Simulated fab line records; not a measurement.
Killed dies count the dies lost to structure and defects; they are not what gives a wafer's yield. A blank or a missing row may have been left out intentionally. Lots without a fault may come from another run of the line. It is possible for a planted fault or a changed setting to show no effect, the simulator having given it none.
Matching of chambers -- flow nand-harc -- NHARC_A_CHANNEL_HOLE_D1_DESCUM_15 on rie-diel-01 has 4 sister chambers
The step chemistry O2, time 3 s. 18 wafers are shown with their chamber, then 9 later ones without.

WAFERS WITH THEIR CHAMBER
wafer,chamber,drypump-motor-current-A (A),showerhead-plenum-p-Torr (Torr),oes-product-au (a.u.)
L075.4,0,6.0,1.80,1.019
L075.5,3,5.8,1.87,1.029
L075.6,0,6.0,1.80,1.005
L078.2,1,4.8,2.04,0.998
L078.3,0,6.0,1.80,1.014
L078.4,3,5.8,1.87,1.008
L079.1,1,4.8,2.04,1.007
L079.3,2,6.0,1.83,1.019
L079.4,3,5.8,1.87,1.029
L082.1,2,6.0,1.83,1.023
L082.2,3,5.8,1.87,1.023
L082.3,0,6.1,1.80,1.015
L088.4,2,6.0,1.83,1.029
L088.5,1,4.8,2.03,1.006
L088.6,0,6.0,1.79,1.008
L091.2,0,6.0,1.79,1.003
L091.3,3,5.8,1.87,1.021
L091.6,1,4.8,2.03,1.016

SIGNATURES, as means of the wafers listed above
reading,chamber 0,chamber 1,chamber 2,chamber 3,scatter within a chamber
drypump-motor-current-A,6.017,4.800,6.000,5.800,0.0244
showerhead-plenum-p-Torr,1.7967,2.0350,1.8300,1.8700,0.00408
oes-product-au,1.01067,1.00675,1.02367,1.02200,0.00711
Rule: for each reading, subtract the chamber's mean from the wafer's reading, divide by that reading's scatter and square the result; add these up over the readings and take the root, which gives the wafer's distance from the chamber. If the next closest chamber is less than 2 further off than the closest, the wafer can't be placed; otherwise it belongs to the closest. The scatter is the square root of a quotient: the sum, over the shown wafers, of each reading's squared deviation from its chamber's mean, divided by wafers minus chambers.

WAFERS WHOSE CHAMBER IS MISSING
wafer,drypump-motor-current-A (A),showerhead-plenum-p-Torr (Torr),oes-product-au (a.u.)
L095.3,5.8,1.87,1.012
L095.5,4.8,2.03,1.003
L095.6,6.0,1.79,1.006
L096.1,4.8,2.03,1.003
L096.2,6.0,1.79,1.007
L096.4,5.8,1.87,1.016
L096.3,6.0,1.82,1.010
L096.5,4.8,2.03,1.004
L096.6,6.0,1.79,0.997

EACH ONE'S CHAMBER
wafer,from the rows above,in truth
L095.3,3,3
L095.5,1,1
L095.6,0,0
L096.1,1,1
L096.2,0,0
L096.4,3,3
L096.3,2,2
L096.5,1,1
L096.6,0,0
Placed correctly: 9 of 9. Not placeable from these rows: 0. 0 placed wrongly.
